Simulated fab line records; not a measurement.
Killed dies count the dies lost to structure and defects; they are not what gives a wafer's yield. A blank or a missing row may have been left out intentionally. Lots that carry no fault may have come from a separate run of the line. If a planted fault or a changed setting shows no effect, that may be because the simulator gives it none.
fab line records	flow n5_finfet
[record] lots = 9	wafers = 27	last_day = 18
route steps=1938 shown BEOL_M12@1619 BEOL_M13@1673
lots with no fault: from the same line, run without faults
start_h: hours from the record's first day to the start of the lot's first wafer shown	wait_h: hours from the lot's prior step to this one	" identical to the entry in the row above	L1.1+2: one row covering several wafers at once	- either no value or no given start	* or withheld: withheld	< > ~ a bound
route shown NAME@n: a module of which the file shows steps, and the number in the route of the first	usual: mean/standard deviation of fault-free wafers	same: alike in all rows	chamber/n: place in a boat	sites: per-site readings	_std_site: the standard deviation of these	_edge_site: inner sites' mean taken away from outer sites' mean	radius_mm: for every site, how far away it sits from the centre of the wafer	mask NAME#n: copy n	behind: the tool/chamber that last shaped the wafer	hold: cause of the lot's hold/its duration in hours/its outcome	device: the transistor (n, p or np) that didn't switch	end of line: the tests these same wafers got at the end of their route	step lacking rows: just its recipe	killed: dies lost to structure and defects at the first sort, not the wafer's yield	map: dies across one wafer; x = killed, . = not, _ = none there
set.NAME: the setting as run; set.NAME@STEP: as run at that earlier step	model.NAME: the simulator's own value behind a step, which no gauge read
one table for each step of the route and one row for each wafer, over a sample of lots
services: from which hour (start_h, from the record's first day; less than 0 if before it) a tool's chamber was out of use, for how many hours, and why
[[steps]]
[step N5_BEOL_M12_STRIP_64]
[recipe] chemistry = N2/H2	power_w = 1000	temp_c = 250	h2_frac = 0.65	overash_fraction = 0.3	pressure_mtorr = withheld	n2_flow_sccm = 1750	h2_flow_sccm = 3250
[usual] drypump_motor_current_A = 5.8/0.4	h2_flow_sccm = 3249/10	heater_power_w = 326/24	oes_product_au = 0.715/0.0045	strip_time_to_endpoint_s = 31.33/0.099
lot.wafer	tool	chamber	start_h	wait_h	drypump_motor_current_A	h2_flow_sccm	heater_power_w	oes_product_au	rf_hours_counter_h	strip_time_to_endpoint_s
L374.2	plasma_asher-01	0	227.30	0.0	6.2	3255	303	0.716	65	31.42
L374.3	"	1	"	"	6.1	3234	342	0.722	-	31.40
L374.6	"	0	"	"	6.2	3258	296	0.714	-	31.43
L377.2	plasma_asher-02	1	239.92	0.0	5.4	3250	360	0.719	128	31.38
L377.5	"	1	"	"	5.4	3256	351	0.715	-	31.37
L377.6	"	0	"	"	5.3	3262	314	0.704	-	31.30
L378.1	plasma_asher-01	1	241.17	0.0	6.1	3249	351	0.719	67	31.23
L378.3	"	1	"	"	6.1	3227	343	0.714	-	31.15
L378.5	"	1	"	"	6.0	3229	334	0.717	-	31.28
L379.1	plasma_asher-01	1	260.40	0.0	6.1	3245	343	0.718	71	31.16
L379.2	"	0	"	"	6.2	3244	301	0.718	71	31.18
L379.4	"	1	"	"	6.1	3249	338	0.719	-	31.15
L381.1	plasma_asher-01	0	279.02	0.0	6.2	3259	295	0.707	75	31.36
L381.3	"	1	"	"	6.1	3251	339	0.717	-	31.27
L381.5	"	1	"	"	6.1	3255	343	0.716	-	31.32
L383.1	plasma_asher-01	0	295.05	0.0	6.2	3247	299	0.717	78	31.40
L383.5	"	0	"	"	6.2	3248	304	0.711	-	31.47
L383.6	"	1	"	"	6.1	3237	337	0.710	-	31.39
L394.1	plasma_asher-02	1	366.82	0.0	5.5	3261	351	0.708	151	31.47
L394.4	"	0	"	"	5.2	3252	308	0.715	-	31.60
L394.6	"	1	"	"	5.4	3249	358	0.714	-	31.48
L395.1	plasma_asher-02	1	367.08	0.0	5.4	3249	362	0.713	151	31.21
L395.3	"	1	"	"	5.5	3248	352	0.718	-	31.15
L395.4	"	0	"	"	5.3	3244	309	0.711	-	31.16
L397.1	plasma_asher-01	0	386.42	0.0	6.2	3239	309	0.712	97	31.39
L397.2	"	1	"	"	6.1	3248	338	0.712	97	31.38
L397.6	"	1	"	"	6.1	3255	339	0.726	-	31.39
[step N5_BEOL_M13_ETCH_59]
[recipe] chemistry = N2/H2	target = BARC	target_depth_a = 890	overetch_a = 267	time_s = 67.9	ion_energy_ev = 200	pressure_mtorr = 30	source_w = 840	bias_w = 150	n2_flow_sccm = 200	h2_flow_sccm = 200
[usual] bias_w = 150.0/0.41	chamber_pressure_mTorr = 29.998/0.028	drypump_motor_current_A = 5.8/0.56	h2_flow_sccm = 200.0/0.57	oes_product_au = 0.72/0.067	rf_fwd_power_W = 832/3.9	rf_vpp_V = 524.9/2.3	showerhead_plenum_p_Torr = 2.57/0.077	throttle_valve_pct = 17.80/0.27
lot.wafer	tool	chamber	start_h	wait_h	bias_w	chamber_pressure_mTorr	drypump_motor_current_A	h2_flow_sccm	oes_product_au	rf_fwd_power_W	rf_hours_counter_h	rf_vpp_V	showerhead_plenum_p_Torr	throttle_valve_pct
L374.2	rie_diel-02	3	234.25	0.0	149.7	29.945	6.5	199.8	0.65	830	171	524.2	2.54	17.98
L374.3	"	0	"	"	150.2	30.028	5.1	199.8	0.83	835	8	527.8	2.70	17.54
L374.6	"	2	"	"	151.1	29.986	6.7	200.6	0.69	830	-	524.9	2.57	18.14
L377.2	rie_diel-04	3	244.85	0.0	150.1	29.963	5.5	200.1	0.76	834	34	527.6	2.68	17.30
L377.5	"	0	"	"	149.8	30.001	5.4	200.2	0.81	831	-	525.7	2.60	18.03
L377.6	"	3	"	"	150.3	29.935	5.5	200.0	0.76	832	-	527.5	2.68	17.30
L378.1	rie_diel-02	1	245.46	0.0	150.8	30.002	6.2	200.1	0.77	838	18	523.2	2.49	17.94
L378.3	"	0	"	"	150.0	29.987	5.1	199.4	0.82	838	11	528.0	2.70	17.56
L378.5	"	2	"	"	149.5	30.046	6.7	199.7	0.69	828	-	526.7	2.56	18.15
L379.1	rie_diel-02	2	264.04	0.0	149.8	30.011	6.7	198.8	0.69	831	99	523.8	2.56	18.16
L379.2	"	1	"	"	149.8	29.969	6.2	200.4	0.75	842	24	521.3	2.49	17.94
L379.4	"	0	"	"	149.3	30.067	5.0	198.8	0.81	837	17	529.8	2.69	17.56
L381.1	rie_diel-02	2	282.59	0.0	135.0	29.965	6.8	200.1	0.68	827	105	491.0	2.56	18.17
L381.3	"	0	"	"	134.7	30.027	5.1	200.7	0.79	837	22	493.0	2.69	17.56
L381.5	"	0	"	"	134.7	29.950	5.1	200.7	0.80	839	-	493.9	2.69	17.57
L383.1	rie_diel-02	1	300.19	0.0	134.9	29.987	6.2	200.9	0.74	836	34	488.0	2.49	17.94
L383.5	"	2	"	"	134.3	29.957	6.8	199.5	0.68	830	-	490.4	2.56	18.19
L383.6	"	3	"	"	135.5	29.956	6.5	199.9	0.63	828	-	490.3	2.53	18.00
L394.1	rie_diel-02	0	371.83	0.0	150.2	29.984	5.1	200.0	0.76	835	46	528.3	2.68	17.61
L394.4	"	2	"	"	149.6	30.016	6.7	200.1	0.66	832	132	524.2	2.55	18.24
L394.6	"	0	"	"	150.2	30.005	5.0	199.7	0.77	835	-	527.8	2.68	17.61
L395.1	rie_diel-04	2	376.26	0.0	149.9	30.005	5.7	199.7	0.78	821	23	525.4	2.59	17.44
L395.3	"	3	"	"	150.4	29.996	5.5	199.5	0.71	835	74	528.2	2.67	17.37
L395.4	"	0	"	"	149.6	30.013	5.4	199.8	0.74	834	47	525.2	2.58	18.07
L397.1	rie_diel-02	3	390.25	0.0	150.0	29.971	6.5	200.6	0.61	834	218	523.4	2.52	18.06
L397.2	"	1	"	"	149.9	30.007	6.2	200.3	0.70	837	62	522.1	2.48	18.01
L397.6	"	0	"	"	150.6	30.023	5.0	199.6	0.75	832	-	530.1	2.68	17.60
[step N5_BEOL_M13_VIA_ETCH_16]
[recipe] chemistry = C4F8/O2/Ar	target = SiOC	pressure_mtorr = 30	source_w = 3000	bias_w = 700	Ar_flow_sccm = 400	C4F8_flow_sccm = 15	O2_flow_sccm = 8	he_inner_torr = 15	he_outer_torr = 30	target_depth_a = 9217	time_s = withheld	ion_energy_ev = 250	ends = cleared
[usual] bias_w = 700.0/1.7	chamber_pressure_mTorr = 29.996/0.027	drypump_motor_current_A = 5.8/0.56	oes_product_au = 0.76/0.076	rf_fwd_power_W = 2992/9.5	rf_vpp_V = 667/3	showerhead_plenum_p_Torr = 3.46/0.095	throttle_valve_pct = 24.14/0.26
lot.wafer	tool	chamber	start_h	wait_h	bias_w	chamber_pressure_mTorr	drypump_motor_current_A	oes_product_au	rf_fwd_power_W	rf_vpp_V	showerhead_plenum_p_Torr	throttle_valve_pct
L374.2	rie_diel-02	3	234.30	0.0	700.4	29.998	6.5	0.69	3005	666	3.41	24.33
L374.3	"	0	"	"	702.9	29.977	5.1	0.89	2993	672	3.59	23.77
L374.6	"	2	"	"	703.6	30.036	6.7	0.73	2998	667	3.44	24.52
L377.2	rie_diel-04	3	244.90	0.0	699.7	30.010	5.5	0.81	3001	672	3.62	23.79
L377.5	"	0	"	"	699.7	29.990	5.4	0.85	3004	668	3.48	24.35
L377.6	"	3	"	"	700.8	30.055	5.5	0.81	2997	670	3.62	23.79
L378.1	rie_diel-02	1	245.51	0.0	702.8	29.993	6.2	0.80	3000	666	3.38	24.29
L378.3	"	0	"	"	703.6	30.015	5.0	0.88	2994	671	3.59	23.77
L378.5	"	2	"	"	700.5	29.990	6.7	0.73	2984	667	3.44	24.53
L379.1	rie_diel-02	2	264.09	0.0	698.1	29.950	6.8	0.72	2981	666	3.44	24.53
L379.2	"	1	"	"	701.4	29.986	6.2	0.81	3000	664	3.38	24.29
L379.4	"	0	"	"	697.0	29.977	5.0	0.87	2990	670	3.59	23.79
L381.1	rie_diel-02	2	282.64	0.0	698.6	29.992	6.7	0.72	2983	665	3.44	24.55
L381.3	"	0	"	"	699.7	29.979	5.0	0.85	2987	671	3.58	23.80
L381.5	"	0	"	"	698.9	30.003	5.1	0.85	2989	672	3.58	23.78
L383.1	rie_diel-02	1	300.24	0.0	700.8	30.002	6.2	0.78	2996	663	3.37	24.32
L383.5	"	2	"	"	699.7	29.985	6.7	0.71	2985	666	3.43	24.55
L383.6	"	3	"	"	702.0	30.023	6.5	0.67	2994	666	3.40	24.37
L394.1	rie_diel-02	0	371.88	0.0	698.0	30.019	5.1	0.81	2989	672	3.57	23.83
L394.4	"	2	"	"	699.3	29.999	6.8	0.69	3001	666	3.42	24.58
L394.6	"	0	"	"	698.2	29.968	5.1	0.80	2997	670	3.57	23.83
L395.1	rie_diel-04	2	376.31	0.0	702.2	29.993	5.7	0.84	2979	668	3.50	23.96
L395.3	"	3	"	"	701.9	30.008	5.5	0.76	2997	672	3.59	23.84
L395.4	"	0	"	"	699.8	29.988	5.4	0.78	2962	666	3.46	24.41
L397.1	rie_diel-02	3	390.30	0.0	702.1	29.964	6.5	0.65	2981	666	3.39	24.38
L397.2	"	1	"	"	700.0	29.999	6.2	0.75	3003	663	3.36	24.33
L397.6	"	0	"	"	699.9	29.974	5.0	0.81	2985	670	3.57	23.83
[step N5_BEOL_M13_ETCH_67]
[recipe] chemistry = CF4	target = SiARC	target_depth_a = 1430	time_s = 238.3	ion_energy_ev = 80	pressure_mtorr = 40	source_w = 545	bias_w = 36	Ar_flow_sccm = 100	cf4_flow_sccm = 100	ends = cleared
[usual] bias_w = 35.98/0.12	chamber_pressure_mTorr = 40.00/0.035	drypump_motor_current_A = 5.9/0.56	etch_rf_on_time_s = 240/7.6	oes_product_au = 0.71/0.078	rf_fwd_power_W = 543.1/1.7	rf_vpp_V = 184.3/1.2	showerhead_plenum_p_Torr = 2.16/0.07	throttle_valve_pct = 15.55/0.23
lot.wafer	tool	chamber	start_h	wait_h	bias_w	chamber_pressure_mTorr	drypump_motor_current_A	etch_rf_on_time_s	oes_product_au	rf_fwd_power_W	rf_hours_counter_h	rf_vpp_V	showerhead_plenum_p_Torr	throttle_valve_pct
L374.2	rie_diel-04	2	235.60	0.0	36.17	40.04	5.7	236	0.59	542.1	258	184.6	2.20	15.72
L374.3	"	0	"	"	36.10	40.03	5.4	244	0.80	543.1	5	185.1	2.19	15.62
L374.6	"	3	"	"	36.08	40.03	5.5	243	0.76	540.4	-	186.3	2.27	15.17
L377.2	rie_diel-04	3	245.92	0.0	36.09	40.01	5.5	241	0.76	542.6	34	185.7	2.27	15.20
L377.5	"	3	"	"	35.98	40.00	5.4	240	0.76	542.2	-	185.0	2.27	15.19
L377.6	"	2	"	"	35.94	39.95	5.7	236	0.59	543.3	-	185.3	2.20	15.72
L378.1	rie_diel-02	2	246.53	0.0	35.96	39.99	6.7	251	0.68	542.9	94	183.0	2.16	15.94
L378.3	"	3	"	"	35.90	40.01	6.5	245	0.64	540.8	175	184.1	2.13	15.75
L378.5	"	3	"	"	35.84	40.03	6.4	245	0.64	541.2	-	185.0	2.13	15.75
L379.1	rie_diel-02	3	264.99	0.0	36.08	39.99	6.5	244	0.63	543.9	181	183.4	2.13	15.76
L379.2	"	1	"	"	35.94	40.05	6.2	248	0.74	545.1	24	184.0	2.11	15.51
L379.4	"	0	"	"	35.95	40.01	5.1	226	0.83	542.0	17	185.2	2.26	15.31
L381.1	rie_diel-02	2	284.02	0.0	36.13	40.00	6.7	248	0.66	544.1	105	183.3	2.16	15.94
L381.3	"	3	"	"	36.16	39.95	6.5	246	0.63	545.7	187	185.0	2.12	15.77
L381.5	"	3	"	"	36.01	40.03	6.5	247	0.62	546.4	-	183.2	2.12	15.78
L383.1	rie_diel-02	3	301.27	0.0	36.06	39.97	6.5	252	0.61	540.5	192	184.7	2.12	15.78
L383.5	"	0	"	"	36.04	40.04	5.1	228	0.81	544.0	-	184.8	2.26	15.32
L383.6	"	3	"	"	35.92	39.98	6.5	252	0.62	541.4	-	183.4	2.12	15.78
L394.1	rie_diel-05	0	372.77	0.0	35.95	39.96	5.5	237	0.81	541.3	11	184.8	2.18	15.17
L394.4	"	2	"	"	36.00	39.97	6.5	239	0.70	541.3	-	182.6	2.09	15.68
L394.6	"	0	"	"	35.96	40.02	5.5	234	0.80	544.7	-	185.1	2.19	15.16
L395.1	rie_diel-02	1	377.34	0.0	35.85	40.00	6.2	244	0.70	545.0	58	182.6	2.10	15.58
L395.3	"	3	"	"	36.08	40.02	6.5	246	0.61	545.4	215	184.1	2.11	15.84
L395.4	"	2	"	"	35.92	39.96	6.7	246	0.65	546.4	133	183.7	2.15	15.99
L397.1	rie_diel-02	0	391.32	0.0	35.84	40.00	5.0	223	0.78	542.8	52	185.8	2.25	15.36
L397.2	"	2	"	"	35.89	40.01	6.7	247	0.64	543.5	138	182.8	2.15	16.01
L397.6	"	0	"	"	35.96	40.03	5.0	224	0.77	543.4	-	185.5	2.25	15.36
[[services]]
tool	chamber	start_h	hours	kind
rie_diel-04	1	220.95	-	clean
rie_diel-04	1	220.95	-	consumable_replace:focus_ring
rie_diel-04	1	220.95	21.6	scheduled_down
rie_diel-04	1	220.95	21.6	vent_cycle
rie_diel-04	2	265.06	-	clean
rie_diel-04	2	265.06	-	consumable_replace:focus_ring
rie_diel-04	2	265.06	27.9	scheduled_down
rie_diel-04	2	265.06	27.9	vent_cycle
rie_diel-02	0	324.30	6.3	repair
rie_diel-05	0	324.47	-	clean
rie_diel-05	0	324.47	-	consumable_replace:focus_ring
rie_diel-05	0	324.47	21.5	scheduled_down
rie_diel-05	0	324.47	21.5	vent_cycle
[[key]]
[first_sign] step = N5_BEOL_M13_ETCH_59	reading = bias_w	direction = down	sigmas = 37	usual = *	struck = *
[effect] step = N5_BEOL_M13_ETCH_59	reading = rf_vpp_V	direction = down	sigmas = 14	usual = 524.9	struck = 491.1
met_at N5_BEOL_M13_ETCH_59
struck_lots L381,L383
not_acting_at N5_BEOL_M12_STRIP_64,N5_BEOL_M13_VIA_ETCH_16,N5_BEOL_M13_ETCH_67
onset_between 264.04 282.59
[fault] kind = process_parameter_drift	tool = rie_diel-02	chamber = -	onset_h = 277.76	steps = N5_BEOL_M13_ETCH_59	channel = bias_w	offset = *	shape = step	end_h = 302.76	acts_in = *	stated = *
